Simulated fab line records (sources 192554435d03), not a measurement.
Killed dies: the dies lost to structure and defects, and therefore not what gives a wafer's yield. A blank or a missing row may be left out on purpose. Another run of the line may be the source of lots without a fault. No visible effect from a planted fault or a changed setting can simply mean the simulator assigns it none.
Chamber matching / flow n5-finfet / rie-diel-04 running N5_BEOL_M3_DESCUM_16: 4 sister chambers
The step chemistry O2, time 7 s. 8 wafers are shown with their chamber, then 9 later ones without.

## EACH WAFER AND ITS CHAMBER
wafer=L075.6; chamber=0; drypump-motor-current-A (A)=6.3; showerhead-plenum-p-Torr (Torr)=2.03
wafer=L081.3; chamber=1; drypump-motor-current-A (A)=5.1; showerhead-plenum-p-Torr (Torr)=2.04
wafer=L082.3; chamber=1; drypump-motor-current-A (A)=5.0; showerhead-plenum-p-Torr (Torr)=2.04
wafer=L082.4; chamber=3; drypump-motor-current-A (A)=5.4; showerhead-plenum-p-Torr (Torr)=2.24
wafer=L082.6; chamber=2; drypump-motor-current-A (A)=5.0; showerhead-plenum-p-Torr (Torr)=1.99
wafer=L085.3; chamber=0; drypump-motor-current-A (A)=6.3; showerhead-plenum-p-Torr (Torr)=2.02
wafer=L085.5; chamber=2; drypump-motor-current-A (A)=5.0; showerhead-plenum-p-Torr (Torr)=1.99
wafer=L085.6; chamber=3; drypump-motor-current-A (A)=5.4; showerhead-plenum-p-Torr (Torr)=2.23

## WAFERS WITHOUT THEIR CHAMBER
wafer=L091.1; drypump-motor-current-A (A)=5.0; showerhead-plenum-p-Torr (Torr)=2.04
wafer=L091.4; drypump-motor-current-A (A)=5.0; showerhead-plenum-p-Torr (Torr)=1.98
wafer=L091.5; drypump-motor-current-A (A)=5.4; showerhead-plenum-p-Torr (Torr)=2.23
wafer=L092.2; drypump-motor-current-A (A)=6.3; showerhead-plenum-p-Torr (Torr)=2.02
wafer=L092.3; drypump-motor-current-A (A)=5.0; showerhead-plenum-p-Torr (Torr)=1.98
wafer=L092.6; drypump-motor-current-A (A)=6.3; showerhead-plenum-p-Torr (Torr)=2.02
wafer=L093.2; drypump-motor-current-A (A)=5.0; showerhead-plenum-p-Torr (Torr)=1.98
wafer=L093.5; drypump-motor-current-A (A)=5.0; showerhead-plenum-p-Torr (Torr)=1.98
wafer=L093.6; drypump-motor-current-A (A)=5.0; showerhead-plenum-p-Torr (Torr)=2.03

## CHAMBER TAKEN BY EACH
wafer=L091.1; from the rows above=1; in truth=1
wafer=L091.4; from the rows above=2; in truth=2
wafer=L091.5; from the rows above=3; in truth=3
wafer=L092.2; from the rows above=0; in truth=0
wafer=L092.3; from the rows above=2; in truth=2
wafer=L092.6; from the rows above=0; in truth=0
wafer=L093.2; from the rows above=2; in truth=2
wafer=L093.5; from the rows above=2; in truth=2
wafer=L093.6; from the rows above=1; in truth=1
Placed correctly: 9 of 9. Not placeable from these rows: 0. Number placed wrongly: 0.
How it was worked out, from the rows above alone: a wafer's distance from a chamber is the root of the sum, over the readings, of the square of ((its reading less the chamber's mean) divided by the reading's scatter). If the next closest chamber is less than 2 further off than the closest, the wafer can't be placed; otherwise it belongs to the closest. A chamber's mean is the mean of its shown wafers. How the scatter is found: for the shown wafers, subtract from each reading the mean of its chamber, square and add these, divide the total by (wafers less chambers), then take the root.
